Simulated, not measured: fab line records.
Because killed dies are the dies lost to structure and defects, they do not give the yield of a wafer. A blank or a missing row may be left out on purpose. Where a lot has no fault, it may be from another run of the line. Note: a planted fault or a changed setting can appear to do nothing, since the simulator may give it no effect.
A struck lot beside a sound one | flow n5_finfet | 25 out of 1938 route steps
Sound: wafers L917.1, L917.3, L917.4. Wafers struck: L928.1, L928.5, L928.6. The cause comes at the end.
Each step with rows lists, per side, the tool, then ch with its chambers, then its first start. Under that, the readings that differ: sound wafers | struck wafers | difference of the means | sigmas: that difference in standard deviations of wafers without a fault.
alike: a reading whose means differ by less than 2 such deviations, as well as words and numbers matching on both sides. not compared: withheld readings; readings where some wafer has no value; bounds like >300 that might hide an equal value; numbers whose values overlap and for which the record gives no deviation.
The two part at a step that has a row with sigmas, a row that says differs or no value, or rows on one side only. Numbers that don't overlap but have no deviation are shown without sigmas and don't part them. A reading that every wafer of one side lacks parts them only if that side has two wafers or more.

first, 8 steps without rows for these wafers: N5_BEOL_M7_DEVELOP_10 (develop time 30 s); N5_BEOL_M7_DESCUM_16 (chemistry O2, time 7.9 s); N5_BEOL_M7_ETCH_61 (etches SiARC in CF4, target depth 45.5 nm, time 75.8 s); N5_BEOL_M7_ETCH_62 (etches SOC in N2/H2, target depth 110 nm, overetch 22 nm, time 165 s); N5_BEOL_M7_STRIP_68 (strips in N2/H2); N5_BEOL_M7_STRIP_67 (strips in CF4); N5_BEOL_M7_HM_OPEN_17 (chemistry Cl2/BCl3, target TiN, target depth 20 nm, overetch 6 nm); N5_BEOL_M7_STRIP_19 (strips in O2).
N5_BEOL_M7_COAT_63: time 60 s, resist thk 60 nm.
  sound on litho_track-02 ch 0, day 10 20:40; struck on litho_track-02 ch 0, day 13 09:04
  reading                                  | sound                | struck               | difference | sigmas
  spin_speed_rpm (rpm)                     | 1499.7 1500.0 1499.5 | 1602.4 1603.0 1603.2 | +103.1     | +99 or more
  model.SOC_of_BEOL_M7_COAT_63.thk_nm (nm) | 60 60 60             | 58 58 58             | -2         |
then, 11 steps without rows for these wafers: N5_BEOL_M7_COAT_64 (time 60 s, resist thk 12 nm); N5_BEOL_M7_COAT_71 (time 60 s, resist thk 5 nm); N5_BEOL_M7_COAT_22 (resist thk 30 nm); N5_BEOL_M7_EBR_24; N5_BEOL_M7_SOFTBAKE_23 (time 60 s); N5_BEOL_M7_EXPOSE_25 (exposes mask V6, target cd 40 nm); N5_BEOL_M7_PEB_26 (peb time 60 s); N5_BEOL_M7_DEVELOP_27 (develop time 30 s); N5_BEOL_M7_DESCUM_33 (chemistry O2, time 7 s); N5_BEOL_M7_ETCH_72 (etches underlayer in N2/H2, target depth 6.5 nm, time 5.2 s); N5_BEOL_M7_ETCH_65 (etches SiARC in CF4, target depth 15.6 nm, time 26 s).
N5_BEOL_M7_ETCH_66: etches SOC in N2/H2, target depth 80 nm, overetch 16 nm, time 120 s.
  sound on rie_diel-05 ch 0,2,3, day 10 21:08; struck on rie_diel-05 ch 2,3, day 13 09:37
  reading                  | sound             | struck            | difference | sigmas
  model.etch.depth_nm (nm) | 59.95 59.91 60.06 | 58.02 58.02 58.06 | -1.94      |
  alike: bias_w, chamber_pressure_mTorr, drypump_motor_current_A, h2_flow_sccm, oes_product_au, rf_vpp_V, showerhead_plenum_p_Torr, throttle_valve_pct
  not compared: rf_hours_counter_h
then, 2 steps without rows for these wafers: N5_BEOL_M7_STRIP_69 (strips in N2/H2); N5_BEOL_M7_STRIP_73 (strips in N2/H2).
N5_BEOL_M7_VIA_ETCH_34: etches SiCOH lowk in C4F6/O2, target depth 125.5 nm, time 50.5 s.
  sound on rie_diel-05 ch 0,2,3, day 10 21:14; struck on rie_diel-05 ch 2,3, day 13 09:43
  reading                                  | sound        | struck     | difference | sigmas
  model.SOC_of_BEOL_M7_COAT_63.thk_nm (nm) | 53.8 53.8 54 | 52 52 51.6 | -2         |
  alike: bias_w, chamber_pressure_mTorr, drypump_motor_current_A, oes_product_au, rf_vpp_V, showerhead_plenum_p_Torr, throttle_valve_pct
  not compared: rf_hours_counter_h
then, 1 step without rows for these wafers: N5_BEOL_M7_STRIP_76 (strips in C4F6/O2).

## WHERE THEY PART
N5_BEOL_M7_COAT_63 only, going by this record. Later steps at which nothing parts them and some readings are alike: N5_BEOL_M7_ETCH_66, N5_BEOL_M7_VIA_ETCH_34.

WHY: what had been put in by the simulator
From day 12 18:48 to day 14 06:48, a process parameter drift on litho_track-02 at N5_BEOL_M7_COAT_63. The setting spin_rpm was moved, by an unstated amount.
